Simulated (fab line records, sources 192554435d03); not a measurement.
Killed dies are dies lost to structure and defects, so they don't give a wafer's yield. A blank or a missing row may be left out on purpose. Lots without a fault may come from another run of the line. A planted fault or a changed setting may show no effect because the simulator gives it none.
Which tool did it? | flow n5_finfet | 11 lots, 31 wafers sampled, at 3 steps of a route of 1938

WHAT THE GAUGES READ, wafer by wafer
N5_BEOL_M6_THK_MEAS_01.
lot  | measured     | on            | M6_ILD_THK (nm)
L263 | day 10 18:15 | film_metro-01 | 152.7 158.1 158.0
L266 | day 10 18:53 | film_metro-01 | 151.8 154.1 153.2
L264 | day 11 00:01 | film_metro-02 | 160.5 157.3
L265 | day 11 03:08 | film_metro-01 | 154.7 155.1 152.7
L267 | day 11 13:42 | film_metro-02 | 150.0 153.7 152.2
L270 | day 12 00:22 | film_metro-01 | 154.0 158.3 158.6
L271 | day 12 02:46 | film_metro-01 | 152.9 157.4
L273 | day 13 02:16 | film_metro-02 | 155.7 159.4 159.5
L278 | day 14 23:58 | film_metro-02 | 153.7 156.0 170.1
L280 | day 15 02:55 | film_metro-01 | 155.1 155.3 169.4
L285 | day 16 03:56 | film_metro-01 | 157.9 163.6 162.5

WHICH TOOL RAN EACH LOT (tool, then ch and the chambers of the sampled wafers, then the start)
lot  | N5_BEOL_M5_CO_CAP_78             | N5_BEOL_M6_ILD_DEP_00
L263 | cvd_co-01 ch 0,1, day 10 17:25   | pecvd-03 ch 0,1, day 10 17:40
L266 | cvd_co-02 ch 0,1, day 10 18:02   | pecvd-04 ch 0,1, day 10 18:18
L264 | cvd_co-01 ch 0,1, day 10 23:14   | pecvd-03 ch 0,1, day 10 23:28
L265 | cvd_co-01 ch 0,1, day 11 02:17   | pecvd-04 ch 0,1, day 11 02:32
L267 | cvd_co-02 ch 1,2, day 11 12:47   | pecvd-03 ch 1,2, day 11 13:07
L270 | cvd_co-01 ch 0,1,2, day 11 23:32 | pecvd-01 ch 0,1,2, day 11 23:47
L271 | cvd_co-01 ch 2, day 12 01:57     | pecvd-04 ch 0,1, day 12 02:12
L273 | cvd_co-01 ch 1,2, day 13 01:19   | pecvd-03 ch 0,1, day 13 01:33
L278 | cvd_co-01 ch 0,1,2, day 14 23:09 | pecvd-04 ch 1,2, day 14 23:24
L280 | cvd_co-02 ch 0,2, day 15 02:00   | pecvd-04 ch 1,2, day 15 02:19
L285 | cvd_co-01 ch 0,1, day 16 03:07   | pecvd-01 ch 0,2, day 16 03:22
- N5_BEOL_M5_CO_CAP_78: material Co, precursor CCTBA/H2, target thk 2 nm, time 102.1 s.
- N5_BEOL_M6_ILD_DEP_00: deposits SiCOH lowk from DEMS/porogen, target thk 179.75 nm, time 33.4 s.

THE ANSWER, worked out from the rows above alone
Rule: what is usual is taken from the lots themselves. Put in order of their means at a reading, lots are off if they are a third of the lots or fewer, leave a main group of 4 or more, and stand apart from it by a gap of 3 or more times the standard deviation of the main group's means; of several such gaps the widest counts. A main group whose means are all the same, to the digits that the tables above print for the reading, isn't used. A lot without any number at a reading at which 4 lots or more have one is off too. The other lots that the step has rows for count as sound.
No lot is off at any reading shown: from this, nothing can be told.

WHAT THE SIMULATOR HAD PUT IN
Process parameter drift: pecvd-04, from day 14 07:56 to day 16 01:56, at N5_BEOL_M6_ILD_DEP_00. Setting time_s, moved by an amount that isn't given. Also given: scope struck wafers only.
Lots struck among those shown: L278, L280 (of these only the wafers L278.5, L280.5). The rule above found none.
